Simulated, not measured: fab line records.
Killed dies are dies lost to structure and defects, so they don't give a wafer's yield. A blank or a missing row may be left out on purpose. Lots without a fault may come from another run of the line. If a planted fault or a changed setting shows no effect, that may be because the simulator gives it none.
Chamber matching || flow n5-finfet || pecvd-03 running N5_BEOL_M8_PECVD_70: 3 sister chambers
The step deposits SiO2 from TEOS/O2, target thk 20 nm, time 22.7 s. 6 wafers are shown with their chamber, then 10 later ones without.

## EACH WAFER AND ITS CHAMBER
{"wafer": "L080.5", "chamber": 0, "throttle-valve-pct (%)": 23.5, "heater-power-w (W)": 871}
{"wafer": "L084.3", "chamber": 2, "throttle-valve-pct (%)": 21.7, "heater-power-w (W)": 681}
{"wafer": "L084.4", "chamber": 2, "throttle-valve-pct (%)": 21.6, "heater-power-w (W)": 690}
{"wafer": "L084.5", "chamber": 1, "throttle-valve-pct (%)": 23.1, "heater-power-w (W)": 838}
{"wafer": "L085.2", "chamber": 0, "throttle-valve-pct (%)": 23.6, "heater-power-w (W)": 798}
{"wafer": "L085.3", "chamber": 1, "throttle-valve-pct (%)": 23.3, "heater-power-w (W)": 843}

## WAFERS WITH NO CHAMBER GIVEN
{"wafer": "L085.6", "throttle-valve-pct (%)": 23.5, "heater-power-w (W)": 842}
{"wafer": "L086.1", "throttle-valve-pct (%)": 21.8, "heater-power-w (W)": 727}
{"wafer": "L086.2", "throttle-valve-pct (%)": 23.4, "heater-power-w (W)": 791}
{"wafer": "L086.4", "throttle-valve-pct (%)": 23.5, "heater-power-w (W)": 818}
{"wafer": "L089.1", "throttle-valve-pct (%)": 23.3, "heater-power-w (W)": 724}
{"wafer": "L089.4", "throttle-valve-pct (%)": 21.8, "heater-power-w (W)": 667}
{"wafer": "L089.6", "throttle-valve-pct (%)": 23.2, "heater-power-w (W)": 840}
{"wafer": "L096.2", "throttle-valve-pct (%)": 23.5, "heater-power-w (W)": 841}
{"wafer": "L096.3", "throttle-valve-pct (%)": 23.2, "heater-power-w (W)": 848}
{"wafer": "L096.4", "throttle-valve-pct (%)": 22.0, "heater-power-w (W)": 679}

## WHICH CHAMBER EACH ONE RAN IN
{"wafer": "L085.6", "from the rows above": 0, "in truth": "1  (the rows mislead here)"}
{"wafer": "L086.1", "from the rows above": 2, "in truth": 2}
{"wafer": "L086.2", "from the rows above": "can't be placed: 0 or 1", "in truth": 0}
{"wafer": "L086.4", "from the rows above": 0, "in truth": 0}
{"wafer": "L089.1", "from the rows above": "can't be placed: 1 or 0", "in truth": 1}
{"wafer": "L089.4", "from the rows above": 2, "in truth": 2}
{"wafer": "L089.6", "from the rows above": 1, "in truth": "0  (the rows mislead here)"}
{"wafer": "L096.2", "from the rows above": 0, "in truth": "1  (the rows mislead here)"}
{"wafer": "L096.3", "from the rows above": 1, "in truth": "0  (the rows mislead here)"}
{"wafer": "L096.4", "from the rows above": 2, "in truth": 2}
Correctly placed: 4 of 10. Not placeable from these rows: 2 (in 2, the candidates include the true chamber). 4 placed wrongly.
How it was worked out, from the rows above alone: a wafer's distance from a chamber is the root of the sum, over the readings, of the square of ((its reading less the chamber's mean) divided by the reading's scatter). If the next closest chamber is less than 2 further off than the closest, the wafer can't be placed; otherwise it belongs to the closest. Each chamber's mean is taken over the wafers shown for it. The scatter: the root of (the sum of the squares of (reading less its chamber's mean) over the shown wafers, divided by (wafers less chambers)).
